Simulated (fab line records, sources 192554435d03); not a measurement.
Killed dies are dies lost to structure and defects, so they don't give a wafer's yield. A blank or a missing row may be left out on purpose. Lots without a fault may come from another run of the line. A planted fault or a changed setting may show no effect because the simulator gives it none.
A struck lot beside a sound one | flow n5_finfet | 37 steps out of a route of 1938
Sound: wafers L267.3, L267.4, L267.6. Struck: wafer L279.6. (L279.5 of the same lot was not struck and is left out.) The cause comes at the end.
At each step with rows: each side's tool, then ch and its chambers, then its first start. Under that, the readings that differ: sound wafers | struck wafers | difference of the means | sigmas: that difference in standard deviations of wafers without a fault.
alike: readings whose means differ by less than 2 such deviations, and words and numbers that are the same on both sides. not compared: withheld readings, readings that some wafer has no value for, bounds like >300 that may hide the same value, and numbers for which the record gives no deviation and whose values overlap.
The two part at a step that has a row with sigmas, a row that says differs or no value, or rows on one side only. Numbers that don't overlap but have no deviation are shown without sigmas and don't part them. A reading that every wafer of one side lacks parts them only if that side has two wafers or more.

first, 9 steps without rows for these wafers: N5_PMOS_HMC_CHANNEL_EPI_PRECLEAN_40 (cleans in DHF, time 30 s); N5_PMOS_HMC_CHANNEL_EPI_PRECLEAN_37 (cleans in O3/DIW, time 45 s); N5_PMOS_HMC_CHANNEL_EPI_PRECLEAN_24 (cleans in DHF, time 30 s); N5_PMOS_HMC_CHANNEL_EPI_SRD_25 (time 30 s); N5_PMOS_HMC_CHANNEL_EPI_EPI_26 (deposits Si from SiH4/H2, target thk 3.8 nm, time 22.7 s); N5_FIN_SAQP_PRECLEAN_42 (cleans in O3/DIW, time 60 s); N5_FIN_SAQP_PRECLEAN_00 (cleans in SC1, time 60 s); N5_FIN_SAQP_PRECLEAN_44 (cleans in SC2, time 45 s); N5_FIN_SAQP_SRD_01 (time 30 s).
N5_FIN_SAQP_ALD_61: deposits SiO2, target thk 4 nm, pulse time 1 s, purge time 2 s.
  sound on ald_sin-03 ch 0,1,3, day 2 08:31; struck on ald_sin-03 ch 1, day 5 08:25
  reading                                   | sound             | struck | difference | sigmas
  ald_cycles                                | 43 43 43          | 22     | -21        |
  model.SiO2_of_FIN_SAQP_ALD_61.thk_nm (nm) | 3.987 4.004 3.997 | 2.068  | -1.928     |
  alike: heater_power_w, precursor_pulse_height_rel
then, 24 steps without rows for these wafers: N5_FIN_SAQP_DENSIFY_62 (time 60 s); N5_FIN_SAQP_HM_DEP_03 (deposits SiNx from SiH4/NH3/N2, target thk 38 nm, time 33.6 s); N5_FIN_SAQP_PECVD_47 (deposits a-Si from SiH4/He, target thk 45 nm, time 36.3 s); N5_FIN_SAQP_PECVD_48 (deposits SiNx from SiH4/NH3/N2, target thk 25 nm, time 22.1 s); N5_FIN_SAQP_PECVD_06 (deposits a-Si from SiH4/He, target thk 60 nm, time 48.1 s); N5_FIN_SAQP_HM_DEP_72 (deposits SiO2 from SiH4/N2O, target thk 12 nm, time 7.2 s); N5_FIN_SAQP_COAT_49 (time 60 s, resist thk 100 nm); N5_FIN_SAQP_COAT_50 (time 60 s, resist thk 35 nm); N5_FIN_SAQP_COAT_10 (resist thk 90 nm); N5_FIN_SAQP_EBR_12; N5_FIN_SAQP_SOFTBAKE_11 (time 60 s); N5_FIN_SAQP_EXPOSE_13 (exposes mask FIN CORE, target cd 35.6 nm); N5_FIN_SAQP_PEB_14 (peb time 60 s); N5_FIN_SAQP_DEVELOP_15 (develop time 30 s); N5_FIN_SAQP_DESCUM_21 (chemistry O2, time 7.9 s); N5_FIN_SAQP_ETCH_51 (etches SiARC in CF4, target depth 45.5 nm, time 75.8 s); N5_FIN_SAQP_ETCH_52 (etches SOC in N2/H2, target depth 100 nm, overetch 20 nm, time 150 s); N5_FIN_SAQP_STRIP_53 (strips in N2/H2); N5_FIN_SAQP_HM_OPEN_73 (chemistry CHF3/O2, target SiO2, stops on a-Si, target depth 12 nm, time 16.8 s); N5_FIN_SAQP_STRIP_74 (strips in CHF3/O2); N5_FIN_SAQP_MANDREL_ETCH_22 (etches a-Si in HBr/Cl2, stops on SiNx, target depth 60 nm, bt time 10 s, time 30 s); N5_FIN_SAQP_STRIP_55 (strips in N2/H2); N5_FIN_SAQP_STRIP_23 (strips in SPM, time 750 s); N5_FIN_SAQP_SRD_66 (time 30 s).
N5_FIN_CUT_CUT_ETCH_27: etches SiO2 in CHF3/O2, target depth 4 nm, overetch 2 nm, time 4.9 s.
  sound on rie_diel-02 ch 1,2,3, day 2 16:37; struck on rie_diel-06 ch 0, day 5 14:56
  reading                  | sound             | struck | difference | sigmas
  oes_product_au (a.u.)    | 0.62 0.56 0.65    | 0.42   | -0.19      | -4
  model.etch.depth_nm (nm) | 3.987 4.004 3.997 | 2.068  | -1.928     |
  alike: drypump_motor_current_A, mfc_ar_sccm, rf_vpp_V, showerhead_plenum_p_Torr, throttle_valve_pct
  not compared: rf_hours_counter_h
N5_STI_FIN_REVEAL_STRIP_16: strips SiNx in H3PO4, target depth 23.8 nm.
  sound on wet_bench-04 ch 2,3,7, day 3 01:09; struck on wet_bench-01 ch 6, day 5 22:57
  reading                                   | sound       | struck | difference | sigmas
  model.SiO2_of_FIN_SAQP_ALD_61.thk_nm (nm) | 3.8 3.8 3.8 | 1.8    | -2.0       |
-- the record jumps here: 10 days lie between the struck wafers' starts before and after (it left off in module STI_FIN_REVEAL and takes up again in module PASSIVATION, whose first step shown is number 1936 of the route) --
N5_PASSIVATION_PROBE_49:
  the record has rows for the struck wafers here (prober-01, day 16 03:08) and none for the sound ones

WHERE THEY PART
First at N5_FIN_CUT_CUT_ETCH_27; last, within this record, at N5_PASSIVATION_PROBE_49.

WHY: what the simulator had put in
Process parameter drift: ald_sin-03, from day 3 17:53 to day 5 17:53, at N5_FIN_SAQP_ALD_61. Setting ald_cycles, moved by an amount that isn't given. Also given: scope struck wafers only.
